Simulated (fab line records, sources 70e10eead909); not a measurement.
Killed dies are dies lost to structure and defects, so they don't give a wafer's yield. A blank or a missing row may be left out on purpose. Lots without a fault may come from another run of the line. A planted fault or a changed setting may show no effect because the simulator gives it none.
Problem report in the 8D (eight disciplines) form, filled by code | flow nand_harc | the parts of the form that need people (team, actions taken, sign-off) are left out

1. THE PROBLEM
killed_at_other at NHARC_END_SORT_01 reads a mean of 78.0 on 3 wafers of 2 lots; wafers without a fault read 0.9 with a standard deviation of 1.1. That is +70 standard deviations from the usual mean.
First seen on wafer L743.1, day 29 04:04, on prober-02. The record holds 14 wafers of 6 lots with a number at this step. Rule for "out", or "out of limits": more than 4 standard deviations from the usual mean. The other wafers with a number count as sound.

2. WHAT IT IS AND WHAT IT IS NOT
question                    | is                     | is not
which readings at this step | killed_at_other        | killed_at_array, killed_at_periphery, killed_short
which lots                  | L742, L743             | L733, L752, L753, L755
which wafers of those lots  | L742.4, L743.1, L743.6 | L742.2, L742.5, L743.2
read on which gauges        | prober-02              | prober-01
when                        | from day 29 04:04      | up to then (3 sound wafers); but 8 sound wafers of L742, L743, L752, L753, L755 came after

3. SUSPECTS, AND WHAT RULES EACH OUT
Counting: a tool at a process step up to the reading stays a suspect if it ran every lot that is out. Sound lots after the first of them don't rule it out here, since some wafers of a struck lot are sound.
- the gauge at NHARC_END_SORT_01: kept. All the wafers that are out were read on prober-02, and no step on other tools shows them out.
- rie_diel-10 at NHARC_THIN_TSV_DESCUM_14 (chemistry O2, time 3 s): kept. It ran every lot that is out, first L742 (day 28 14:17).
- pecvd-04 at NHARC_THIN_TSV_DEP_47 (deposits SiO2, target thk 200 nm): kept. It ran every lot that is out, first L742 (day 28 15:58); its last sound lot up to then is L733 (day 24 04:25).
- pvd_sputter-01 at NHARC_THIN_TSV_PVD_51 (deposits Cu, target thk 100 nm): kept. It ran every lot that is out, first L742 (day 28 20:11). NHARC_THIN_TSV_PVD_51 gives no start for some lots, so the hours and the order of its lots are those of NHARC_THIN_TSV_ETCH_59.
- Within rie_diel-10 at NHARC_THIN_TSV_DESCUM_14: the wafers that are out ran in chambers 1, 3; their sound lot-mates ran in chambers 0, 2.
- Within pecvd-04 at NHARC_THIN_TSV_DEP_47: the wafers that are out ran in chamber 0; their sound lot-mates ran in chambers 1, 2.
Left after counting: rie_diel-10 at NHARC_THIN_TSV_DESCUM_14, pecvd-04 at NHARC_THIN_TSV_DEP_47, pvd_sputter-01 at NHARC_THIN_TSV_PVD_51, prober-02 at NHARC_END_SORT_01.

4. THE CAUSE (what the simulator had put in)
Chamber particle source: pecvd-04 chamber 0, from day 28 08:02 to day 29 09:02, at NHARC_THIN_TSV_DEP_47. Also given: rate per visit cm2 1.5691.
Counting left 4 suspects, and this tool is among them.

5. THE CHAIN OF EFFECTS, in route order
Each row: a reading whose mean over the struck wafers that have a number lies more than 3 standard deviations from the usual. Only readings for which the record gives a usual standard deviation are gone through. hours: the time from each lot's start at the first step in this table that gives one to its start at this step, as a median over the lots. sigmas: the change in usual standard deviations.
hours | step              | reading              | usual  | on struck wafers | change | sigmas
0     | NHARC_END_SORT_01 | defect_limited_yield | 89.8 % | 79.1             | -10.7  | -3.7
0     | NHARC_END_SORT_01 | killed_at_other      | 0.9    | 78.0             | +77.1  | +70
0     | NHARC_END_SORT_01 | killed_dies          | 69     | 141              | +72    | +3.8

6. WHAT WOULD HAVE CAUGHT IT SOONER
In this record the first reading out of limits at a measuring or inspecting step was taken at day 29 04:04, 20 hours after the fault began at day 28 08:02.
Of the tool readings at NHARC_THIN_TSV_DEP_47 for which the record gives a usual standard deviation, none was out on any struck wafer, so an alarm limit of 4 standard deviations on them would not have fired.
All the lots that are out (2) had begun NHARC_THIN_TSV_DEP_47 on pecvd-04 by day 29 04:04. A hold on the tool at that time would have spared none of them.
